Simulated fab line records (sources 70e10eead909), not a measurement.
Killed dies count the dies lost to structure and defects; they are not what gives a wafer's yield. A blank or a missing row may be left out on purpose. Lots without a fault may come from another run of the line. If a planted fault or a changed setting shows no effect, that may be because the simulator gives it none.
fab line records	flow nand_harc
record: lots: 14	wafers: 42	last_day: 33
route steps=1302 shown A_CHANNEL_FILL_D1@509 A_DECK1_JOINT@530 A_ONON_D2@556
lots with no fault: from the same line, run without faults
start_h: hours from the record's opening day to when the first of the lot's shown wafers began	wait_h: hours elapsed since this lot's preceding step	" the same as in the row above	L1.1+2: several wafers, shown together as one row	- either no value or no given start	* or withheld: withheld	< > ~ a bound
route shown NAME@n: names a module that has steps shown in the file, with the first one's number in the route	usual: average and standard deviation across the fault-free wafers	same: alike in all rows	chamber/n: place in a boat	sites: readings site by site	_std_site: standard deviation of those values	_edge_site: mean of outer sites minus mean of inner sites	radius_mm: how far each site lies from the wafer's centre	mask NAME#n: copy n	behind: the last tool/chamber to shape the wafer	hold: why the lot was held/for how many hours/how that ended	device: names the non-switching transistor (n, p or np)	end of line: the tests these same wafers got at the end of their route	step lacking rows: just its recipe	killed: dies that structure and defects cost at the first sort, which is not the same as the wafer's yield	map: shows each die of a wafer: x if killed, . if not, _ if none is there
set.NAME: the setting as run; set.NAME@STEP: as run at that earlier step	model.NAME: the simulator's own value behind a step, which no gauge read
a sample of lots followed through the steps of the route, with each step as a table and each wafer as a row
services: a tool's chamber out of use, with start hour (start_h, from the record's first day; less than 0 if before it), hours out, and reason
== steps ==
step: NHARC_A_CHANNEL_FILL_D1_STRIP_29
recipe: time_s: 20	o2_flow_sccm: 500	ar_flow_sccm: 0	bias_w: 0	chemistry: O2
usual: drypump_motor_current_A: 5.6/0.43	oes_product_au: 0.996/0.014	rf_vpp_V: 57.8/0.93	showerhead_plenum_p_Torr: 3.53/0.13	throttle_valve_pct: 17.037/0.0097
lot.wafer	tool	chamber	start_h	wait_h	drypump_motor_current_A	oes_product_au	rf_hours_counter_h	rf_vpp_V	showerhead_plenum_p_Torr	throttle_valve_pct
L665.2	rie_diel-07	0	-	-	5.6	0.985	5.0	57.8	3.64	17.040
L665.4	"	1	"	"	6.0	1.018	6.0	56.2	3.73	17.025
L665.5	"	1	"	"	6.0	1.019	-	56.8	3.73	17.028
L667.3	rie_diel-07	3	-	-	6.1	0.990	5.7	58.3	3.30	17.034
L667.4	"	0	"	"	5.7	0.981	5.1	58.0	3.64	17.045
L667.5	"	3	"	"	6.1	0.985	-	56.5	3.30	17.024
L668.3	rie_diel-10	1	-	-	5.3	0.980	2.1	58.0	3.41	17.044
L668.1	"	0	"	"	4.9	0.984	2.1	56.4	3.32	17.035
L668.5	"	1	"	"	5.3	0.981	-	57.3	3.41	17.035
L670.1	rie_diel-07	1	-	-	6.0	1.010	7.2	59.4	3.73	17.034
L670.2	"	2	"	"	6.2	0.975	7.4	58.7	3.56	17.049
L670.6	"	2	"	"	6.3	0.981	-	56.2	3.56	17.030
L671.3	rie_diel-10	2	-	-	5.1	1.006	3.6	58.7	3.48	17.048
L671.2	"	3	"	"	5.5	0.992	3.3	58.6	3.61	17.053
L671.6	"	0	"	"	4.9	0.979	-	57.1	3.32	17.031
L673.4	rie_diel-07	1	-	-	6.0	1.007	1.3	58.6	3.73	17.041
L673.3	"	2	"	"	6.3	1.001	1.3	56.5	3.56	17.051
L673.1	"	3	"	"	6.1	0.990	0.8	57.4	3.30	17.046
L676.3	rie_diel-10	3	-	-	5.4	0.966	8.1	57.7	3.61	17.028
L676.5	"	0	"	"	4.9	0.988	-	58.3	3.32	17.033
L676.6	"	1	"	"	5.3	0.989	-	57.4	3.41	17.036
L680.4	rie_diel-03	0	-	-	5.6	1.001	4.9	57.2	3.51	17.018
L680.1	"	1	"	"	5.3	1.022	3.7	56.5	3.56	17.044
L680.3	"	2	"	"	6.0	1.011	4.1	58.0	3.61	17.045
L682.4	rie_diel-07	2	-	-	6.3	1.002	5.2	57.3	3.56	17.048
L682.1	"	1	"	"	6.0	1.016	6.9	59.4	3.72	17.031
L682.6	"	3	"	"	6.1	0.985	-	57.5	3.30	17.054
L683.2	rie_diel-03	3	-	-	5.6	0.983	6.3	58.0	3.65	17.019
L683.1	"	0	"	"	5.6	0.995	6.0	57.7	3.50	17.044
L683.6	"	2	"	"	6.1	1.010	-	57.4	3.60	17.043
L684.1	rie_diel-07	2	-	-	6.3	1.006	6.0	58.3	3.56	17.034
L684.2	"	3	"	"	6.1	0.995	6.4	56.2	3.30	17.038
L684.6	"	1	"	"	6.0	1.015	-	57.4	3.72	17.026
L685.3	rie_diel-10	0	-	-	4.9	0.983	0.5	57.2	3.32	17.036
L685.6	"	1	"	"	5.3	0.999	-	57.0	3.41	17.034
L685.5	"	2	"	"	5.0	1.009	-	58.0	3.47	17.029
L686.3	rie_diel-10	0	-	-	4.9	0.985	0.6	57.9	3.32	17.034
L686.2	"	2	"	"	5.0	1.019	0.7	58.2	3.48	17.032
L686.5	"	0	"	"	4.9	1.002	-	57.7	3.32	17.024
L687.3	rie_diel-03	0	-	-	5.6	0.990	8.4	59.1	3.50	17.040
L687.4	"	3	"	"	5.5	0.972	8.5	58.2	3.65	17.048
L687.6	"	0	"	"	5.6	0.996	-	58.4	3.50	17.040
step: NHARC_A_CHANNEL_FILL_D1_CMP_10
recipe: target_thk_nm: 150
usual: edge_zone_pressure_frac: 1.000/0.0049	motor_current_A: 12.7/1.4	time_to_endpoint_s: 15/3.2
lot.wafer	tool	chamber	start_h	wait_h	edge_zone_pressure_frac	motor_current_A	time_to_endpoint_s
L665.4	cmp-04	1	255.95	0.4	0.997	13.2	14
L665.2	"	2	"	"	1.000	12.1	10
L665.5	"	1	"	"	1.003	13.6	14
L667.4	cmp-01	2	255.95	0.4	1.000	10.8	11
L667.3	"	0	"	"	1.009	12.1	14
L667.5	"	2	"	"	0.995	11.2	13
L668.1	cmp-03	0	276.23	0.4	0.996	12.5	14
L668.3	"	1	"	"	0.997	11.0	17
L668.5	"	3	"	"	0.989	10.8	11
L670.2	cmp-01	0	296.17	0.4	1.003	12.4	17
L670.1	"	3	"	"	1.008	11.4	22
L670.6	"	0	"	"	1.011	13.3	13
L671.2	cmp-04	3	317.29	0.4	1.006	14.1	13
L671.3	"	0	"	"	1.002	14.8	17
L671.6	"	3	"	"	0.996	13.7	13
L673.4	cmp-01	3	330.76	0.4	0.999	11.7	22
L673.1	"	0	"	"	1.001	12.9	17
L673.3	"	2	"	"	0.996	10.4	14
L676.3	cmp-04	2	369.02	0.4	0.996	12.8	10
L676.5	"	1	"	"	1.003	13.3	12
L676.6	"	2	"	"	0.995	12.7	10
L680.3	cmp-04	3	394.75	0.4	0.995	14.1	19
L680.1	"	0	"	"	0.999	15.2	21
L680.4	"	2	"	"	1.005	12.6	12
L682.4	cmp-03	3	412.80	0.4	1.003	10.0	14
L682.1	"	2	"	"	1.003	11.9	18
L682.6	"	3	"	"	1.004	10.7	16
L683.2	cmp-03	3	421.42	0.4	0.999	10.7	17
L683.1	"	2	"	"	0.998	12.4	21
L683.6	"	0	"	"	0.997	13.2	19
L684.2	cmp-01	2	434.96	0.4	0.991	11.0	10
L684.1	"	0	"	"	1.001	12.7	11
L684.6	"	1	"	"	1.003	13.7	12
L685.3	cmp-04	0	448.66	0.4	1.009	14.8	22
L685.5	"	0	"	"	1.001	15.2	19
L685.6	"	1	"	"	1.005	12.7	17
L686.2	cmp-04	3	452.50	0.4	0.991	13.8	17
L686.3	"	1	"	"	1.003	13.5	17
L686.5	"	0	"	"	0.997	15.5	19
L687.3	cmp-01	1	459.80	0.4	1.007	12.8	14
L687.4	"	2	"	"	1.005	11.0	14
L687.6	"	0	"	"	0.996	12.4	16
step: NHARC_A_DECK1_JOINT_ETCHBACK_00
recipe: target_depth_a: 300	time_s: 17.4	hbr_flow_sccm: 150	rf_w: 350	icp_w: 350	bias_w: 60	chemistry: HBr
usual: drypump_motor_current_A: 5.9/0.42	oes_product_au: 1.001/0.014	throttle_valve_pct: 23.267/0.0091
lot.wafer	tool	chamber	start_h	wait_h	drypump_motor_current_A	oes_product_au	rf_hours_counter_h	throttle_valve_pct
L665.4	rie_si-06	2	266.90	0.1	5.9	0.985	0.1	23.270
L665.2	"	0	"	"	5.8	0.983	0.1	23.276
L665.5	"	1	"	"	5.3	1.002	-	23.258
L667.3	rie_si-02	2	266.92	0.1	5.7	1.021	1.1	23.264
L667.5	"	1	"	"	5.5	0.989	-	23.261
L667.4	"	2	"	"	5.7	1.018	-	23.262
L668.1	rie_si-04	2	287.32	0.1	5.3	1.025	0.8	23.264
L668.3	"	0	"	"	6.3	1.022	0.8	23.262
L668.5	"	3	"	"	6.6	0.970	-	23.278
L670.1	rie_si-02	2	307.23	0.1	5.7	0.988	0.1	23.265
L670.2	"	3	"	"	6.4	1.016	0.1	23.270
L670.6	"	2	"	"	5.7	0.993	-	23.263
L671.2	rie_si-04	2	328.27	0.1	5.3	1.024	1.1	23.280
L671.3	"	1	"	"	6.2	1.003	0.9	23.264
L671.6	"	1	"	"	6.3	0.999	-	23.266
L673.1	rie_si-06	0	342.34	0.1	5.8	0.985	0.6	23.269
L673.4	"	1	"	"	5.3	1.002	0.6	23.273
L673.3	"	2	"	"	5.9	1.004	0.5	23.271
L676.3	rie_si-04	2	380.15	0.1	5.3	1.014	0.2	23.261
L676.6	"	1	"	"	6.3	0.996	-	23.265
L676.5	"	2	"	"	5.3	1.006	-	23.242
L680.1	rie_si-04	3	405.86	0.1	6.6	1.002	0.3	23.273
L680.4	"	1	"	"	6.3	0.980	0.4	23.264
L680.3	"	2	"	"	5.3	1.003	0.4	23.267
L682.1	rie_si-06	1	423.80	0.1	5.3	1.017	1.0	23.266
L682.4	"	3	"	"	5.8	1.001	1.0	23.270
L682.6	"	1	"	"	5.3	1.005	-	23.273
L683.1	rie_si-02	2	432.62	0.1	5.7	1.011	1.0	23.254
L683.2	"	3	"	"	6.4	1.004	1.1	23.276
L683.6	"	0	"	"	5.5	1.005	-	23.288
L684.1	rie_si-02	1	446.18	0.1	5.5	1.009	1.0	23.278
L684.2	"	2	"	"	5.7	1.018	1.1	23.276
L684.6	"	3	"	"	6.4	1.015	-	23.253
L685.3	rie_si-04	1	460.52	0.1	6.3	1.003	0.8	23.259
L685.6	"	1	"	"	6.3	1.007	-	23.273
L685.5	"	2	"	"	5.3	1.014	-	23.264
L686.2	rie_si-04	1	463.64	0.1	6.3	0.985	0.9	23.271
L686.3	"	3	"	"	6.6	0.998	0.8	23.261
L686.5	"	0	"	"	6.3	1.009	-	23.260
L687.4	rie_si-04	1	470.94	0.1	6.3	0.980	0.9	23.252
L687.3	"	3	"	"	6.6	0.991	0.8	23.267
L687.6	"	0	"	"	6.3	1.014	-	23.255
step: NHARC_A_ONON_D2_DEP_16
recipe: target_thk_a: 10000	n2_flow_sccm: 2750	n2o_flow_sccm: 2000	nh3_flow_sccm: 500	sih4_flow_sccm: 210	temp_c: 400
lot.wafer	tool	chamber	start_h	wait_h
L665.2+4+5	pecvd_onon-04	0	301.82	0.4
L667.3+4+5	pecvd_onon-01	0	301.87	0.5
L668.1+3+5	pecvd_onon-01	0	321.16	0.4
L670.1+2+6	pecvd_onon-01	0	340.26	0.4
L671.2+3+6	pecvd_onon-01	0	361.44	0.4
L673.1+3+4	pecvd_onon-01	0	375.23	0.4
L676.3+5+6	pecvd_onon-04	0	414.40	0.5
L680.1+3+4	pecvd_onon-01	0	445.00	0.4
L682.1+4+6	pecvd_onon-04	0	458.92	0.4
L683.1+2+6	pecvd_onon-01	0	467.24	0.4
L684.1+2+6	pecvd_onon-01	0	476.61	0.4
L686.2+3+5	pecvd_onon-03	0	494.36	0.4
L685.3+5+6	pecvd_onon-01	0	494.42	0.5
L687.3+4+6	pecvd_onon-01	0	518.37	0.5
step: NHARC_A_ONON_D2_THK_MEAS_18
recipe: thk_meas_gauge: ellipsometry
usual: thk_nm: 997/11
lot.wafer	tool	chamber	start_h	wait_h	hold	thk_nm
L667.3	film_metro-02	-	302.26	-	-	986
L667.4	"	-	"	"	-	988
L667.5	"	-	"	"	-	985
L665.2	film_metro-01	-	302.27	-	-	1001
L665.4	"	-	"	"	-	1004
L665.5	"	-	"	"	-	1002
L668.1	film_metro-02	-	321.67	-	-	1010
L668.3	"	-	"	"	-	1012
L668.5	"	-	"	"	-	1011
L670.1	film_metro-01	-	340.77	-	-	1006
L670.2	"	-	"	"	-	1007
L670.6	"	-	"	"	-	1006
L671.2	film_metro-02	-	361.89	-	await_dispo/0.2h/release	512
L671.3	"	-	"	"	await_dispo/0.2h/release	512
L671.6	"	-	"	"	await_dispo/0.2h/release	512
L671.2	film_metro-02	-	362.07	0.2	-	510
L671.3	"	-	"	"	-	513
L671.6	"	-	"	"	-	511
L673.1	film_metro-01	-	375.75	-	await_dispo/0.2h/release	523
L673.3	"	-	"	"	await_dispo/0.2h/release	523
L673.4	"	-	"	"	await_dispo/0.2h/release	522
L673.1	film_metro-01	-	375.93	0.2	-	523
L673.3	"	-	"	"	-	523
L673.4	"	-	"	"	-	522
L676.3	film_metro-01	-	414.80	-	-	1014
L676.5	"	-	"	"	-	1015
L676.6	"	-	"	"	-	1017
L680.1	film_metro-02	-	445.51	-	-	994
L680.3	"	-	"	"	-	996
L680.4	"	-	"	"	-	997
L682.1	film_metro-01	-	459.43	-	-	999
L682.4	"	-	"	"	-	1000
L682.6	"	-	"	"	-	1000
L683.1	film_metro-02	-	467.75	-	-	1003
L683.2	"	-	"	"	-	1007
L683.6	"	-	"	"	-	1004
L684.1	film_metro-01	-	477.12	-	-	992
L684.2	"	-	"	"	-	991
L684.6	"	-	"	"	-	991
L685.3	film_metro-01	-	494.81	-	-	989
L685.5	"	-	"	"	-	988
L685.6	"	-	"	"	-	988
L686.2	film_metro-02	-	494.82	-	-	974
L686.3	"	-	"	"	-	973
L686.5	"	-	"	"	-	973
L687.3	film_metro-01	-	518.76	-	-	990
L687.4	"	-	"	"	-	990
L687.6	"	-	"	"	-	989
== services ==
tool	chamber	start_h	hours	kind
cmp-01	-	239.60	6.6	repair
rie_diel-10	-	242.50	9.0	pm
rie_diel-07	-	243.73	0.5	repair
cmp-01	-	249.65	0.3	repair
rie_diel-10	3	262.51	6.7	repair
cmp-04	-	265.50	13.8	repair
pecvd_onon-01	-	269.30	13.0	pm
cmp-01	-	272.17	1.2	repair
rie_diel-07	-	294.20	9.0	pm
rie_si-04	3	300.13	47.2	repair
cmp-04	-	307.00	4.0	pm
rie_diel-07	2	313.34	3.3	repair
cmp-04	-	317.53	0.7	repair
rie_diel-07	2	331.40	8.3	repair
rie_si-04	-	342.00	9.0	pm
rie_diel-07	2	383.45	6.0	repair
cmp-04	-	405.00	4.0	pm
rie_diel-07	3	423.33	2.0	repair
cmp-04	-	425.72	0.6	repair
pecvd_onon-01	-	450.30	13.0	pm
rie_diel-07	-	471.20	9.0	pm
cmp-04	-	487.46	0.9	repair
rie_si-04	2	502.45	23.9	repair
cmp-04	-	503.00	4.0	pm
== key ==
first_sign: step: NHARC_A_ONON_D2_THK_MEAS_18	reading: visit	direction: added
effect: step: NHARC_A_ONON_D2_THK_MEAS_18	reading: thk_nm	direction: down	sigmas: 42	usual: 997	struck: 517
met_at NHARC_A_ONON_D2_DEP_16
struck_lots L671,L673
struck_wafers L671.2,L671.3,L671.6,L673.1,L673.3,L673.4
later_rows_left_out L671.2,L671.3,L671.6,L673.1,L673.3,L673.4
sort_left_out L671.2,L671.3,L671.6,L673.1,L673.3,L673.4
tester_left_out L671,L673
not_acting_at NHARC_A_CHANNEL_FILL_D1_STRIP_29,NHARC_A_CHANNEL_FILL_D1_CMP_10,NHARC_A_DECK1_JOINT_ETCHBACK_00
onset_between 340.26 361.44
fault: kind: process_parameter_drift	tool: pecvd_onon-01	chamber: 0	onset_h: 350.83	steps: NHARC_A_ONON_D2_DEP_16	channel: target_thk_a	offset: *	shape: step	end_h: 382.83	acts_in: *	stated: *
tester_left_out: of these lots the tester's yield and bins aren't shown, on N5 and GAA mostly nor the transistor test; their killed dies are dies lost to structure and defects alone, not to doping, threshold or leakage, so they don't give the yield
sort_left_out: the simulated sort isn't trusted on such a fault, so these wafers' sort isn't shown, and their yield isn't known
later_rows_left_out: the simulator's readings of these wafers behind a module that went badly wrong aren't trusted and aren't shown, but for the sort
